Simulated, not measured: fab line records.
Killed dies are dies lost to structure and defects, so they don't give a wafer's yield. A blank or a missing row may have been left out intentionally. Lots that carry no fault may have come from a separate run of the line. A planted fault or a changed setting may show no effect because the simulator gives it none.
Chamber matching    flow n5 finfet    4 sister chambers for N5_BEOL_M13_ETCH_59 on rie diel-05
The step etches BARC in N2/H2, target depth 89 nm, overetch 26.7 nm, time 67.9 s. 4 wafers are shown with their chamber, then 7 later ones without.

WAFERS WITH THEIR CHAMBER
wafer   chamber  showerhead plenum p Torr (Torr)
L076.4  3        2.50
L076.5  2        2.52
L092.1  1        2.41
L092.2  0        2.57

WAFERS WHOSE CHAMBER IS MISSING
wafer   showerhead plenum p Torr (Torr)
L092.3  2.49
L097.2  2.50
L097.4  2.50
L097.6  2.49
L096.2  2.57
L096.3  2.50
L096.5  2.50

CHAMBER TAKEN BY EACH
wafer    from the rows above   in truth
L092.3   3                     3
L097.2   3                     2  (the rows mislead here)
L097.4   3                     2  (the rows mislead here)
L097.6   3                     3
L096.2   0                     0
L096.3   3                     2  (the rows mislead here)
L096.5   3                     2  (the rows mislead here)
3 of 7 placed correctly. From these rows, 0 cannot be placed. Placed wrongly: 4.
How it was worked out, from the rows above alone: a wafer's distance from a chamber is the root of the sum, over the readings, of the square of ((its reading less the chamber's mean) divided by the reading's scatter). If the next closest chamber is less than 2 further off than the closest, the wafer can't be placed; otherwise it belongs to the closest. Each chamber's mean is taken over the wafers shown for it. The scatter: with one shown wafer a chamber, the root of the mean of the squares of how far each hidden wafer lies from its nearest shown one.
